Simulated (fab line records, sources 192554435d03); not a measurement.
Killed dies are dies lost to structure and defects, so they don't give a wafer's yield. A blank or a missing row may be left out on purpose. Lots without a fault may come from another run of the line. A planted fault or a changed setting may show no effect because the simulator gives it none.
Chamber matching | flow n5_finfet | N5_FIN_CUT_ETCH_30 on rie_diel-04: 4 sister chambers
The step etches underlayer in N2/H2, target depth 13 nm, time 10.4 s. 8 wafers are shown with their chamber, then 7 later ones without.

WAFERS WITH THEIR CHAMBER
wafer  | chamber | showerhead_plenum_p_Torr (Torr) | throttle_valve_pct (%)
L074.3 | 0       | 2.55                            | 17.66
L080.2 | 0       | 2.55                            | 17.68
L081.2 | 3       | 2.44                            | 17.81
L081.3 | 1       | 2.49                            | 18.16
L083.5 | 3       | 2.44                            | 17.82
L083.6 | 2       | 2.65                            | 17.62
L089.1 | 1       | 2.48                            | 18.16
L089.2 | 2       | 2.65                            | 17.64

WAFERS WITHOUT THEIR CHAMBER
wafer  | showerhead_plenum_p_Torr (Torr) | throttle_valve_pct (%)
L089.4 | 2.44                            | 17.81
L094.1 | 2.48                            | 18.18
L094.2 | 2.43                            | 17.82
L094.3 | 2.54                            | 17.73
L097.1 | 2.54                            | 17.74
L097.3 | 2.48                            | 18.19
L097.6 | 2.54                            | 17.74

WHICH CHAMBER EACH WENT THROUGH
wafer  | from the rows above | in truth
L089.4 | 3                   | 3
L094.1 | 1                   | 1
L094.2 | 3                   | 3
L094.3 | 0                   | 0
L097.1 | 0                   | 0
L097.3 | 1                   | 1
L097.6 | 0                   | 0
Placed correctly: 7 of 7. Can't be placed from these rows: 0. Placed wrongly: 0.
How it was worked out, from the rows above alone: a wafer's distance from a chamber is the root of the sum, over the readings, of the square of ((its reading less the chamber's mean) divided by the reading's scatter). The wafer belongs to the nearest chamber; if the next one is less than 2 further off, it can't be placed. A chamber's mean is the mean of its shown wafers. The scatter: the root of (the sum of the squares of (reading less its chamber's mean) over the shown wafers, divided by (wafers less chambers)).
